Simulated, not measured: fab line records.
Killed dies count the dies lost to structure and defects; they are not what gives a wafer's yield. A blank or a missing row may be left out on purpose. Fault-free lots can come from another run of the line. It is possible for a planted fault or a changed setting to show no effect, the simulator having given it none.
Matching of chambers | flow nand_harc | NHARC_A_CHANNEL_FILL_D2_ALD_16 on ald_hk-01 has 4 sister chambers
The step deposits SiO2, target thk 1.5 nm, pulse time 10 s, ald cycles 15. 4 wafers are shown with their chamber, then 7 later ones without.

## WAFERS, EACH WITH ITS CHAMBER
wafer  | chamber | heater_power_w (W)
L078.3 | 1       | 402
L083.6 | 2       | 433
L088.3 | 3       | 446
L088.5 | 0       | 529

## WAFERS WHOSE CHAMBER IS MISSING
wafer  | heater_power_w (W)
L088.6 | 441
L094.3 | 420
L094.4 | 431
L094.6 | 416
L095.1 | 417
L095.2 | 477
L095.4 | 417

## WHICH CHAMBER EACH ONE RAN IN
wafer  | from the rows above          | in truth
L088.6 | can't be placed: 3 or 2      | 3
L094.3 | can't be placed: 2 or 1 or 3 | 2
L094.4 | can't be placed: 2 or 3 or 1 | 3
L094.6 | can't be placed: 1 or 2 or 3 | 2
L095.1 | can't be placed: 1 or 2 or 3 | 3
L095.2 | can't be placed: 3 or 2 or 0 | 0
L095.4 | can't be placed: 1 or 2 or 3 | 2
0 of 7 placed correctly. Cannot be placed on the basis of these rows: 7; the candidates contain the true chamber in 7. Placed wrongly: 0.
How it was worked out, from the rows above alone: a wafer's distance from a chamber is the root of the sum, over the readings, of the square of ((its reading less the chamber's mean) divided by the reading's scatter). If the next closest chamber is less than 2 further off than the closest, the wafer can't be placed; otherwise it belongs to the closest. Each chamber's mean is taken over the wafers shown for it. The scatter: with one shown wafer a chamber, the root of the mean of the squares of how far each hidden wafer lies from its nearest shown one.
